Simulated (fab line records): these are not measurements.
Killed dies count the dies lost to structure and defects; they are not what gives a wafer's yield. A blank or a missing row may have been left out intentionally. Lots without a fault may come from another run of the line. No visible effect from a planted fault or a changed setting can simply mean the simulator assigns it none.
Matching of chambers / flow n5 finfet / N5_SPACER0_ALD_00 on ald sin-03 has 4 sister chambers
The step deposits SiOCN, target thk 3.5 nm, pulse time 3 s, purge time 2 s. 18 wafers are shown with their chamber, then 9 later ones without.

WAFERS PAIRED WITH THEIR CHAMBERS
wafer=L075.1; chamber=3; heater power w (W)=883; precursor pulse height rel=0.985
wafer=L075.4; chamber=1; heater power w (W)=922; precursor pulse height rel=1.015
wafer=L075.5; chamber=2; heater power w (W)=942; precursor pulse height rel=1.012
wafer=L076.1; chamber=1; heater power w (W)=923; precursor pulse height rel=0.997
wafer=L076.2; chamber=3; heater power w (W)=855; precursor pulse height rel=0.982
wafer=L076.4; chamber=2; heater power w (W)=946; precursor pulse height rel=1.017
wafer=L080.3; chamber=2; heater power w (W)=960; precursor pulse height rel=1.003
wafer=L080.5; chamber=0; heater power w (W)=774; precursor pulse height rel=1.004
wafer=L080.6; chamber=3; heater power w (W)=880; precursor pulse height rel=1.000
wafer=L083.2; chamber=0; heater power w (W)=789; precursor pulse height rel=1.003
wafer=L083.5; chamber=2; heater power w (W)=942; precursor pulse height rel=0.996
wafer=L083.6; chamber=3; heater power w (W)=898; precursor pulse height rel=1.001
wafer=L087.1; chamber=3; heater power w (W)=880; precursor pulse height rel=0.999
wafer=L087.3; chamber=1; heater power w (W)=959; precursor pulse height rel=1.005
wafer=L087.5; chamber=1; heater power w (W)=945; precursor pulse height rel=1.022
wafer=L094.2; chamber=2; heater power w (W)=975; precursor pulse height rel=1.008
wafer=L094.3; chamber=3; heater power w (W)=916; precursor pulse height rel=0.995
wafer=L094.5; chamber=2; heater power w (W)=965; precursor pulse height rel=1.001

SIGNATURES (averages over the wafers above)
reading=heater power w; chamber 0=781.50; chamber 1=937.25; chamber 2=955.00; chamber 3=885.33; scatter within a chamber=17.1
reading=precursor pulse height rel; chamber 0=1.00350; chamber 1=1.00975; chamber 2=1.00617; chamber 3=0.99367; scatter within a chamber=0.00842
Rule: for a wafer and a chamber, the distance is found by dividing, reading by reading, the gap between the wafer's reading and the chamber's mean by the reading's scatter, squaring, summing and taking the root. If the next closest chamber is less than 2 further off than the closest, the wafer can't be placed; otherwise it belongs to the closest. The scatter: the root of (the sum of the squares of (reading less its chamber's mean) over the shown wafers, divided by (wafers less chambers)).

WAFERS WITH NO CHAMBER GIVEN
wafer=L095.3; heater power w (W)=975; precursor pulse height rel=0.999
wafer=L095.4; heater power w (W)=782; precursor pulse height rel=1.011
wafer=L095.5; heater power w (W)=957; precursor pulse height rel=1.007
wafer=L097.1; heater power w (W)=776; precursor pulse height rel=0.996
wafer=L097.2; heater power w (W)=865; precursor pulse height rel=0.985
wafer=L097.3; heater power w (W)=915; precursor pulse height rel=0.983
wafer=L097.4; heater power w (W)=929; precursor pulse height rel=1.008
wafer=L097.5; heater power w (W)=905; precursor pulse height rel=0.989
wafer=L097.6; heater power w (W)=922; precursor pulse height rel=0.984

CHAMBER TAKEN BY EACH
wafer=L095.3; from the rows above=can't be placed: 2 or 1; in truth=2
wafer=L095.4; from the rows above=0; in truth=0
wafer=L095.5; from the rows above=can't be placed: 2 or 1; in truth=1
wafer=L097.1; from the rows above=0; in truth=0
wafer=L097.2; from the rows above=3; in truth=3
wafer=L097.3; from the rows above=can't be placed: 3 or 1 or 2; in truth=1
wafer=L097.4; from the rows above=can't be placed: 1 or 2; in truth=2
wafer=L097.5; from the rows above=can't be placed: 3 or 1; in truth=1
wafer=L097.6; from the rows above=can't be placed: 3 or 1 or 2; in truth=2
3 of 9 placed correctly. From these rows, 6 cannot be placed; in 6 the true chamber is one of the candidates. Placed wrongly: 0.
